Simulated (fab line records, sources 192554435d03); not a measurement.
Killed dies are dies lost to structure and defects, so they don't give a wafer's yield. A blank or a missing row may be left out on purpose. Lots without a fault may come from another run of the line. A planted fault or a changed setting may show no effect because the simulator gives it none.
fab line records | flow n5_finfet
record lots=7 wafers=21
route steps=1938 shown BEOL_M6@1200 BEOL_M7@1289 BEOL_M8@1348 BEOL_M10@1477 BEOL_M11@1573
start_h: hours from the record's first day to the start of the lot's first wafer shown | wait_h: hours since the lot's step before | " the same as in the row above | L1.1+2: a row that stands for several wafers | - no value, or no start given | * or withheld: withheld | < > ~ a bound
route shown NAME@n: a module of which the file shows steps, and the number in the route of the first | usual: mean/standard deviation of fault-free wafers | same: alike in all rows | chamber/n: place in a boat | sites: the reading at each site | _std_site: their standard deviation | _edge_site: outer sites' mean less inner sites' | radius_mm: how far each site lies from the wafer's centre | mask NAME#n: copy n | behind: the tool/chamber that last shaped the wafer | hold: why the lot was held/for how many hours/how that ended | device: the transistor (n, p or np) that didn't switch | end of line: the same wafers' tests at the end of the route | a step without rows: its recipe alone | killed: dies lost to structure and defects at the first sort, not the wafer's yield | map: a wafer's dies, x killed, . not, _ none there
set.NAME: the setting as run; set.NAME@STEP: as run at that earlier step | model.NAME: the simulator's own value behind a step, which no gauge read
lots whose settings were changed on purpose; a table a step, a row a wafer
## steps
# step N5_BEOL_M6_COAT_60
# recipe resist=SiARC temp_c=220 time_s=60 spin_rpm=1500 resist_thk_nm=35
# columns lot.wafer tool chamber start_h wait_h set.spin_rpm model.SiARC_of_BEOL_M6_COAT_60.thk_nm
L075.2+3+4 litho_track-01 0 - - 1500 35.2
L077.4+5 litho_track-05 0 - - 1500 35
L077.6 " 0 " " 1434 35.8
L079.4+5+6 litho_track-05 0 - - 1500 35
L085.2+4 litho_track-04 0 - - 1500 35
L085.6 " 0 " " 1669 33.2
L086.2 litho_track-05 0 - - 1340 37
L086.4+5 " 0 " " 1500 35
L088.2+5+6 litho_track-05 0 - - 1500 35
L097.1 litho_track-04 0 - - 1429 36
L097.3 " 0 " " 1429 35.8
L097.6 " 0 " " 1500 35.2
# step N5_BEOL_M6_COAT_05
# recipe resist=CAR-ArF spin_rpm=1500 resist_thk_nm=90
# step N5_BEOL_M6_EBR_07
# recipe solvent=PGMEA ebr_width_mm=1.5
# step N5_BEOL_M6_DESCUM_16
# recipe chemistry=O2 time_s=7.9 source_power_w=50 bias_power_w=20 pressure_mtorr=20 rf_frequency_hz=2.712e+07 temp_c=40 resist=CAR-ArF o2_flow_sccm=225
# step N5_BEOL_M6_ETCH_61
# recipe chemistry=CF4 target=SiARC target_depth_a=455 mask_material=CAR-ArF time_s=75.8 ion_energy_ev=80 pressure_mtorr=40 source_w=545 bias_w=36 Ar_flow_sccm=100 cf4_flow_sccm=100 ends=cleared
# columns lot.wafer tool chamber start_h wait_h set.spin_rpm@BEOL_M6_COAT_60 model.etch.depth_nm model.CAR-ArF_of_BEOL_M6_COAT_05.thk_nm
L075.2 rie_diel-02 3 175.90 0.0 1500 35.13 50.2
L075.3 " 2 " " 1500 35.1 50.6
L075.4 " 3 " " 1500 35.14 50.8
L077.4 rie_diel-04 2 192.51 0.0 1500 35.08 51.4
L077.5 " 0 " " 1500 35 51.4
L077.6 " 3 " " 1434 35.84 50.6
L079.4 rie_diel-04 3 204.38 0.0 1500 34.94 51
L079.5 " 2 " " 1500 34.99 51
L079.6 " 1 " " 1500 35.07 50.6
L085.2 rie_diel-06 0 237.16 0.0 1500 35.04 50.6
L085.4 " 2 " " 1500 35.02 50.6
L085.6 " 3 " " 1669 33.29 52.2
L086.2 rie_diel-04 2 246.18 0.0 1340 37.07 49.2
L086.4 " 3 " " 1500 35.01 50.8
L086.5 " 0 " " 1500 35.08 51
L088.2+6 rie_diel-04 3,2 260.74 0.0 1500 34.95 51.2
L088.5 " 3 " " 1500 34.95 51
L097.1 rie_diel-04 1 322.85 0.0 1429 35.95 50
L097.3 " 2 " " 1429 35.84 50.2
L097.6 " 1 " " 1500 35.12 50.6
# step N5_BEOL_M7_COAT_71
# recipe resist=underlayer temp_c=205 time_s=60 spin_rpm=1500 resist_thk_nm=5
# columns lot.wafer tool chamber start_h wait_h set.spin_rpm
L075.2+3+4 litho_track-03 0 - - 1500
L077.4+6 litho_track-03 0 - - 1500
L077.5 " 0 " " 1581
L079.4+5+6 litho_track-02 0 - - 1500
L085.2+6 litho_track-03 0 - - 1500
L085.4 " 0 " " 1334
L086.2 litho_track-02 0 - - 1500
L086.4+5 " 0 " " 1415
L088.2+6 litho_track-01 0 - - 1500
L088.5 " 0 " " 1358
L097.1 litho_track-01 0 - - 1500
L097.3+6 " 0 " " 1445
# step N5_BEOL_M7_EXPOSE_25
# recipe mask_id=V6 na=0.33 source_shape=annular sigma_inner=0.4 sigma_outer=0.8 polarization=unpolarized target_cd_nm=40 dose_mj=42.5
# columns lot.wafer tool chamber start_h wait_h mask set.dose_mj
L075.2+3+4 euv_scanner-02 0 185.76 - V6#0 42.5
L077.4+6 euv_scanner-02 0 204.23 - V6#0 41.5
L077.5 " 0 " " V6#0 42.5
L079.4+5 euv_scanner-01 0 213.52 - V6#0 40.88
L079.6 " 0 " " V6#0 42.5
L085.2 euv_scanner-01 0 248.38 - V6#0 41.56
L085.4+6 " 0 " " V6#0 42.5
L086.2+4+5 euv_scanner-01 0 257.04 - V6#0 43.36
L088.2+5 euv_scanner-02 0 269.81 - V6#0 44.73
L088.6 " 0 " " V6#0 42.5
L097.1+3 euv_scanner-01 0 330.18 - V6#0 42.5
L097.6 " 0 " " V6#0 40.09
# step N5_BEOL_M7_PEB_26
# recipe peb_temp_c=100 peb_time_s=60 resist=CAR-EUV
# step N5_BEOL_M7_DEVELOP_27
# recipe develop_time_s=30 developer=TMAH resist=CAR-EUV rinse_liquid=surfactant_rinse dry=air_spin dev_temp_c=23
# step N5_BEOL_M7_CD_MEAS_28
# recipe target_cd_nm=40 landing_energy_ev=500 detector=se_inlens
# usual cd_nm=39.92/0.26
# columns lot.wafer tool chamber start_h wait_h set.dose_mj@BEOL_M7_EXPOSE_25 cd_nm
L075.2 cd_sem-03 0 185.89 - 42.5 40.18
L075.3 " 0 " " 42.5 39.51
L075.4 " 0 " " 42.5 40.08
L077.4 cd_sem-02 0 204.35 - 41.5 39.65
L077.5 " 0 " " 42.5 40.41
L077.6 " 0 " " 41.5 39.57
L079.4 cd_sem-02 0 213.64 - 40.88 39.12
L079.5 " 0 " " 40.88 39.30
L079.6 " 0 " " 42.5 40.27
L085.2 cd_sem-01 0 248.51 - 41.56 38.95
L085.4 " 0 " " 42.5 39.90
L085.6 " 0 " " 42.5 39.90
L086.2 cd_sem-01 0 257.16 - 43.36 40.16
L086.4 " 0 " " 43.36 40.11
L086.5 " 0 " " 43.36 40.06
L088.2 cd_sem-03 0 269.94 - 44.73 40.66
L088.5 " 0 " " 44.73 40.79
L088.6 " 0 " " 42.5 40.03
L097.1 cd_sem-01 0 330.31 - 42.5 40.09
L097.3 " 0 " " 42.5 39.92
L097.6 " 0 " " 40.09 38.34
# step N5_BEOL_M7_DESCUM_33
# recipe chemistry=O2 time_s=7 source_power_w=50 bias_power_w=20 pressure_mtorr=20 rf_frequency_hz=2.712e+07 temp_c=40 resist=CAR-EUV o2_flow_sccm=225
# columns lot.wafer tool chamber start_h wait_h set.dose_mj@BEOL_M7_EXPOSE_25 model.BEOL_M7.cd_nm
L075.2+3+4 rie_diel-01 3,2,0 186.01 0.0 42.5 40
L077.4 rie_diel-03 1 204.85 0.4 41.5 39.6
L077.5 " 0 " " 42.5 40.2
L077.6 " 3 " " 41.5 39.8
L079.4 rie_diel-03 2 214.16 0.4 40.88 39.2
L079.5 " 3 " " 40.88 39.4
L079.6 " 2 " " 42.5 40.2
L085.2 rie_diel-03 1 248.64 0.0 41.56 39.6
L085.4+6 " 2,0 " " 42.5 39.8
L086.2+4 rie_diel-05 1,0 257.28 0.0 43.36 40.2
L086.5 " 0 " " 43.36 40.4
L088.2 rie_diel-05 2 270.06 0.0 44.73 41
L088.5 " 0 " " 44.73 40.8
L088.6 " 1 " " 42.5 39.8
L097.1 rie_diel-05 3 330.48 0.1 42.5 39.8
L097.3 " 2 " " 42.5 40.2
L097.6 " 0 " " 40.09 38.6
# step N5_BEOL_M7_ETCH_72
# recipe chemistry=N2/H2 target=underlayer target_depth_a=65 mask_material=CAR-EUV time_s=5.2 ion_energy_ev=200 pressure_mtorr=30 source_w=840 bias_w=150 n2_flow_sccm=200 h2_flow_sccm=200 ends=cleared
# columns lot.wafer tool chamber start_h wait_h set.spin_rpm@BEOL_M7_COAT_71 set.dose_mj@BEOL_M7_EXPOSE_25 model.BEOL_M7.cd_nm model.CAR-EUV_of_BEOL_M7_COAT_22.thk_nm model.etch.depth_nm
L075.2 rie_diel-01 3 186.04 0.0 1500 42.5 40.2 20.2 4.98
L075.3 " 2 " " 1500 42.5 40 20.4 5.005
L075.4 " 0 " " 1500 42.5 40 20.2 5.001
L077.4 rie_diel-03 1 204.89 0.0 1500 41.5 39.6 20.4 4.997
L077.5 " 0 " " 1581 42.5 40.2 20.6 4.872
L077.6 " 3 " " 1500 41.5 39.8 20.4 5.003
L079.4 rie_diel-03 2 214.20 0.0 1500 40.88 39.2 20.4 5.011
L079.5 " 3 " " 1500 40.88 39.4 20.4 5.016
L079.6 " 2 " " 1500 42.5 40.2 20.6 5.011
L085.2 rie_diel-03 1 248.67 0.0 1500 41.56 39.6 20.4 4.993
L085.4 " 2 " " 1334 42.5 39.8 20 5.305
L085.6 " 0 " " 1500 42.5 39.6 20.6 4.995
L086.2 rie_diel-05 1 257.32 0.0 1500 43.36 40.2 20.4 4.972
L086.4 " 0 " " 1415 43.36 40.2 20.2 5.14
L086.5 " 0 " " 1415 43.36 40.4 20.2 5.126
L088.2 rie_diel-05 2 270.09 0.0 1500 44.73 41 20.4 5.004
L088.5 " 0 " " 1358 44.73 40.8 20 5.262
L088.6 " 1 " " 1500 42.5 39.8 20.4 4.989
L097.1 rie_diel-05 3 330.52 0.0 1500 42.5 39.8 20.2 5.003
L097.3 " 2 " " 1445 42.5 40.2 20.2 5.097
L097.6 " 0 " " 1445 40.09 38.4 20.2 5.092
# step N5_BEOL_M8_DESCUM_16
# recipe chemistry=O2 time_s=7.9 source_power_w=50 bias_power_w=20 pressure_mtorr=20 rf_frequency_hz=2.712e+07 temp_c=40 resist=CAR-ArF o2_flow_sccm=225
# columns lot.wafer tool chamber start_h wait_h set.time_s model.CAR-ArF_of_BEOL_M8_COAT_05.thk_nm
L075.2+4 rie_diel-02 2,0 191.02 0.0 7.9 83.8
L075.3 " 1 " " 7.9 83.4
L077.4 rie_diel-06 3 212.34 0.1 8.402 83
L077.5+6 " 2,1 " " 7.9 83.6
L079.4+5 rie_diel-06 2,1 222.66 0.2 7.9 83.4
L079.6 " 0 " " 7.9 83.2
L085.2+4+6 rie_diel-04 2,1,3 253.85 0.6 7.9 83.4
L086.2 rie_diel-04 3 263.25 0.0 6.448 84.4
L086.4 " 1 " " 7.9 83.6
L086.5 " 0 " " 6.448 84.6
L088.2 rie_diel-02 1 275.50 0.3 6.975 83.8
L088.5 " 1 " " 7.9 83.4
L088.6 " 3 " " 7.9 83.2
L097.1 rie_diel-06 1 335.42 0.0 7.9 83.6
L097.3 " 3 " " 7.9 84
L097.6 " 3 " " 7.212 84.2
# step N5_BEOL_M8_ETCH_62
# recipe chemistry=N2/H2 target=SOC target_depth_a=1100 overetch_a=220 mask_material=SiARC temp_c=40 time_s=165 ion_energy_ev=200 pressure_mtorr=30 source_w=840 bias_w=150 n2_flow_sccm=200 h2_flow_sccm=200
# columns lot.wafer tool chamber start_h wait_h set.time_s model.SiARC_of_BEOL_M8_COAT_60.thk_nm
L075.2+3 rie_diel-02 2,1 191.12 0.0 165 28.6
L075.4 " 0 " " 165 28.4
L077.4 rie_diel-06 3 212.48 0.1 180.2 28
L077.5 " 2 " " 180.2 27.6
L077.6 " 1 " " 165 28.4
L079.4 rie_diel-06 2 222.80 0.1 165 28.2
L079.5 " 1 " " 165 28.6
L079.6 " 0 " " 165 28
L085.2 rie_diel-04 2 253.94 0.0 131.8 29.8
L085.4 " 1 " " 165 28
L085.6 " 3 " " 165 28.2
L086.2+5 rie_diel-04 3,0 263.35 0.0 165 28.4
L086.4 " 1 " " 165 28
L088.2+5 rie_diel-02 1 275.59 0.0 165 28.6
L088.6 " 3 " " 142.8 29.2
L097.1+6 rie_diel-06 1,3 335.51 0.0 165 28.4
L097.3 " 3 " " 179.3 28
# step N5_BEOL_M10_COAT_05
# recipe resist=CAR-ArF spin_rpm=1500 resist_thk_nm=90
# columns lot.wafer tool chamber start_h wait_h set.spin_rpm model.CAR-ArF_of_BEOL_M10_COAT_05.thk_nm
L075.2 litho_track-04 0 - - 1500 90.2
L075.3 " 0 " " 1500 90
L075.4 " 0 " " 1500 89.8
L077.4+5+6 litho_track-03 0 - - 1500 90
L079.4+5 litho_track-02 0 - - 1500 89.8
L079.6 " 0 " " 1500 89.6
L085.2+4 litho_track-04 0 - - 1500 89.8
L085.6 " 0 " " 1555 88.2
L086.2+5 litho_track-02 0 - - 1500 90
L086.4 " 0 " " 1413 92.8
L088.2 litho_track-03 0 - - 1597 87.2
L088.5 " 0 " " 1500 89.8
L088.6 " 0 " " 1597 87
L097.1 litho_track-02 0 - - 1500 90.2
L097.3 " 0 " " 1425 92.6
L097.6 " 0 " " 1425 92.8
# step N5_BEOL_M10_EBR_07
# recipe solvent=PGMEA ebr_width_mm=1.5
# step N5_BEOL_M10_SOFTBAKE_06
# recipe temp_c=110 time_s=60 resist=CAR-ArF
# step N5_BEOL_M10_EXPOSE_08
# recipe mask_id=M10 na=1.35 source_shape=dipole sigma_inner=0.411 sigma_outer=0.611 polarization=te dose_mj=53.75
# step N5_BEOL_M10_PEB_09
# recipe peb_temp_c=withheld peb_time_s=60 resist=CAR-ArF
# step N5_BEOL_M10_DEVELOP_10
# recipe develop_time_s=30 developer=TMAH resist=CAR-ArF rinse_liquid=diw dry=air_spin dev_temp_c=23
# columns lot.wafer tool chamber start_h wait_h set.spin_rpm@BEOL_M10_COAT_05 model.CAR-ArF_of_BEOL_M10_COAT_05.thk_nm
L075.2 litho_track-02 0 - - 1500 88.4
L075.3+4 " 0 " " 1500 88.2
L077.4+5+6 litho_track-02 0 - - 1500 88.2
L079.4+5 litho_track-03 0 - - 1500 88.2
L079.6 " 0 " " 1500 87.8
L085.2+4 litho_track-02 0 - - 1500 88
L085.6 " 0 " " 1555 86.4
L086.2+5 litho_track-04 0 - - 1500 88.2
L086.4 " 0 " " 1413 91
L088.2 litho_track-04 0 - - 1597 85.6
L088.5 " 0 " " 1500 88
L088.6 " 0 " " 1597 85.4
L097.1 litho_track-03 0 - - 1500 88.4
L097.3+6 " 0 " " 1425 91
# step N5_BEOL_M11_ETCH_66
# recipe chemistry=N2/H2 target=SOC target_depth_a=1200 overetch_a=240 mask_material=SiARC temp_c=40 time_s=180 ion_energy_ev=200 pressure_mtorr=30 source_w=840 bias_w=150 n2_flow_sccm=200 h2_flow_sccm=200
# columns lot.wafer tool chamber start_h wait_h set.time_s model.SiARC_of_BEOL_M11_COAT_64.thk_nm
L075.2 rie_diel-05 0 221.20 0.0 180 22.8
L075.3 " 2 " " 180 22.6
L075.4 " 1 " " 180 23
L077.4 rie_diel-05 2 235.70 0.0 180 22.4
L077.5 " 0 " " 215.9 21.2
L077.6 " 1 " " 180 22.8
L079.4+5+6 rie_diel-05 3,0,3 246.26 0.0 180 22.6
L085.2 rie_diel-01 1 278.60 0.0 180 22.4
L085.4 " 0 " " 180 22.8
L085.6 " 2 " " 211.6 21.4
L086.2 rie_diel-01 0 285.03 0.0 180 22.8
L086.4 " 2 " " 180 22.6
L086.5 " 3 " " 212 21.6
L088.2+5 rie_diel-05 3,2 299.99 0.0 148.1 24
L088.6 " 3 " " 180 22.8
L097.1 rie_diel-05 3 358.39 0.0 180 22.6
L097.3 " 2 " " 211.8 21
L097.6 " 3 " " 180 22.4
# step N5_BEOL_M11_TRENCH_ETCH_37
# recipe chemistry=C4F6/O2 target_depth_a=1488.3 target=SiCOH_lowk time_s=48 ion_energy_ev=250 pressure_mtorr=30 source_w=345 bias_w=185 Ar_flow_sccm=300 C4F6_flow_sccm=10 O2_flow_sccm=10
# usual rf_vpp_V=661/14
# columns lot.wafer tool chamber start_h wait_h set.bias_w rf_vpp_V model.etch.depth_nm model.BEOL_M11.feature_depth_nm
L075.2 rie_diel-05 0 - - 185 635 150.3 150.4
L075.3 " 2 " " 185 663 150.1 150.2
L075.4 " 1 " " 185 663 147.6 147.6
L077.4 rie_diel-05 2 - - 185 665 149.3 149.4
L077.5 " 0 " " 185 636 150.5 150.6
L077.6 " 1 " " 185 662 147.8 147.8
L079.4 rie_diel-05 3 - - 208 744 151.8 151.8
L079.5 " 0 " " 208 698 154.9 154.8
L079.6 " 3 " " 185 680 147.1 147.2
L085.2 rie_diel-01 1 - - 185 675 152.9 153
L085.4 " 0 " " 185 642 150 150
L085.6 " 2 " " 153.7 578 140.7 140.8
L086.2 rie_diel-01 0 - - 185 642 149.7 149.8
L086.4 " 2 " " 185 671 149.9 149.8
L086.5 " 3 " " 185 651 144.5 144.4
L088.2 rie_diel-05 3 - - 167.2 628 142.8 142.8
L088.5 " 2 " " 185 664 152.1 152
L088.6 " 3 " " 185 678 146.9 147
L097.1 rie_diel-05 3 - - 185 680 151.4 151.4
L097.3 " 2 " " 185 664 149.5 149.6
L097.6 " 3 " " 214 761 158.7 158.6
# step N5_BEOL_M11_ETCH_41
# recipe chemistry=CH3F/O2 target=SiCN target_depth_a=426 taper_deg=2 time_s=86 ion_energy_ev=120 mask_material=TiN pressure_mtorr=30 source_w=395 bias_w=75 Ar_flow_sccm=150 CH3F_flow_sccm=30 O2_flow_sccm=20
# step N5_BEOL_M11_STRIP_77
# recipe chemistry=N2/H2 time_s=10 power_w=450 temp_c=40 pressure_mtorr=20 rf_frequency_hz=6e+07 bias_power_w=7 n2_flow_sccm=200 h2_flow_sccm=200
# step N5_BEOL_M11_OCD_MEAS_38
# usual trench_depth_nm=148.1/2.5
# columns lot.wafer tool chamber start_h wait_h set.bias_w@BEOL_M11_TRENCH_ETCH_37 trench_depth_nm
L075.2 ocd-01 - 221.61 - 185 150.3
L075.3 " - " " 185 150.2
L075.4 " - " " 185 147.9
L077.4 ocd-02 - 236.12 - 185 149.8
L077.5 " - " " 185 150.7
L077.6 " - " " 185 147.9
L079.4 ocd-01 - 246.67 - 208 151.6
L079.5 " - " " 208 154.8
L079.6 " - " " 185 147.2
L085.2 ocd-02 - 279.01 - 185 153.1
L085.4 " - " " 185 150.5
L085.6 " - " " 153.7 141.2
L086.2 ocd-01 - 285.44 - 185 149.1
L086.4 " - " " 185 149.4
L086.5 " - " " 185 144.8
L088.2 ocd-02 - 300.40 - 167.2 143.1
L088.5 " - " " 185 152.1
L088.6 " - " " 185 146.9
L097.1 ocd-02 - 358.79 - 185 151.7
L097.3 " - " " 185 150.0
L097.6 " - " " 214 158.9
## key
split step=N5_BEOL_M6_COAT_60 setting=spin_rpm stated=1500 by=wafer
response step=N5_BEOL_M6_COAT_60 reading=model.SiARC_of_BEOL_M6_COAT_60.thk_nm change=-0.172 per=1% r=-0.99
response step=N5_BEOL_M6_ETCH_61 reading=model.etch.depth_nm change=-0.171 per=1% r=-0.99
response step=N5_BEOL_M6_ETCH_61 reading=model.CAR-ArF_of_BEOL_M6_COAT_05.thk_nm change=+0.149 per=1% r=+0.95
split step=N5_BEOL_M7_COAT_71 setting=spin_rpm stated=1500 by=wafer
response step=N5_BEOL_M7_ETCH_72 reading=model.CAR-EUV_of_BEOL_M7_COAT_22.thk_nm change=+0.0402 per=1% r=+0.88
response step=N5_BEOL_M7_ETCH_72 reading=model.etch.depth_nm change=-0.0275 per=1% r=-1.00
split step=N5_BEOL_M7_EXPOSE_25 setting=dose_mj stated=42.5 by=wafer
response step=N5_BEOL_M7_CD_MEAS_28 reading=cd_nm change=+0.249 per=1% r=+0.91
response step=N5_BEOL_M7_DESCUM_33 reading=model.BEOL_M7.cd_nm change=+0.222 per=1% r=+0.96
response step=N5_BEOL_M7_ETCH_72 reading=model.BEOL_M7.cd_nm change=+0.232 per=1% r=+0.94
split step=N5_BEOL_M8_DESCUM_16 setting=time_s stated=7.9 by=wafer
response step=N5_BEOL_M8_DESCUM_16 reading=model.CAR-ArF_of_BEOL_M8_COAT_05.thk_nm change=-0.0502 per=1% r=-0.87
split step=N5_BEOL_M8_ETCH_62 setting=time_s stated=165 by=wafer
response step=N5_BEOL_M8_ETCH_62 reading=model.SiARC_of_BEOL_M8_COAT_60.thk_nm change=-0.0687 per=1% r=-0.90
split step=N5_BEOL_M10_COAT_05 setting=spin_rpm stated=1500 by=wafer
response step=N5_BEOL_M10_COAT_05 reading=model.CAR-ArF_of_BEOL_M10_COAT_05.thk_nm change=-0.457 per=1% r=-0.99
response step=N5_BEOL_M10_DEVELOP_10 reading=model.CAR-ArF_of_BEOL_M10_COAT_05.thk_nm change=-0.45 per=1% r=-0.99
split step=N5_BEOL_M11_ETCH_66 setting=time_s stated=180 by=wafer
response step=N5_BEOL_M11_ETCH_66 reading=model.SiARC_of_BEOL_M11_COAT_64.thk_nm change=-0.0706 per=1% r=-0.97
split step=N5_BEOL_M11_TRENCH_ETCH_37 setting=bias_w stated=185 by=wafer
response step=N5_BEOL_M11_TRENCH_ETCH_37 reading=rf_vpp_V change=+4.72 per=1% r=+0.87
response step=N5_BEOL_M11_TRENCH_ETCH_37 reading=model.etch.depth_nm change=+0.579 per=1% r=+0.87
response step=N5_BEOL_M11_TRENCH_ETCH_37 reading=model.BEOL_M11.feature_depth_nm change=+0.575 per=1% r=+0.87
response step=N5_BEOL_M11_OCD_MEAS_38 reading=trench_depth_nm change=+0.568 per=1% r=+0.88
